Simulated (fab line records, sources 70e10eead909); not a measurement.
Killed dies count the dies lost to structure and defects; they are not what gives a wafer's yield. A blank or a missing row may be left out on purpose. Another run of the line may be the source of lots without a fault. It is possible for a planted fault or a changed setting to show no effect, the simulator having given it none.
Matching of chambers    flow nandHarc    rieDiel-11 running NHARC_A_M0_ETCH_34: 4 sister chambers
The step etches the open film in N2/H2, target depth 40 nm, overetch 12 nm, time 43.94 s. 4 wafers are shown with their chamber, then 12 later ones without.

== EACH WAFER AND ITS CHAMBER ==
wafer   chamber  showerheadPlenumPTorr (Torr)
L085.6  1        1.96
L090.2  2        2.06
L090.3  0        2.10
L090.4  3        2.20

== WAFERS WITH NO CHAMBER GIVEN ==
wafer   showerheadPlenumPTorr (Torr)
L092.3  2.06
L092.5  2.10
L092.6  2.20
L096.1  2.20
L096.2  1.95
L096.3  2.05
L096.4  2.10
L096.5  2.06
L096.6  1.95
L097.2  2.05
L097.4  2.10
L097.6  2.10

== CHAMBER TAKEN BY EACH ==
wafer   from the rows above  in truth
L092.3  2                    2
L092.5  0                    0
L092.6  3                    3
L096.1  3                    3
L096.2  1                    1
L096.3  2                    2
L096.4  0                    0
L096.5  2                    2
L096.6  1                    1
L097.2  2                    2
L097.4  0                    0
L097.6  0                    0
Placed correctly: 12 of 12. Number that these rows cannot place: 0. 0 placed wrongly.
How it was worked out, from the rows above alone: a wafer's distance from a chamber is the root of the sum, over the readings, of the square of ((its reading less the chamber's mean) divided by the reading's scatter). The wafer belongs to the nearest chamber; if the next one is less than 2 further off, it can't be placed. The mean given for a chamber averages the wafers shown for that chamber. The scatter: with one shown wafer a chamber, the root of the mean of the squares of how far each hidden wafer lies from its nearest shown one.
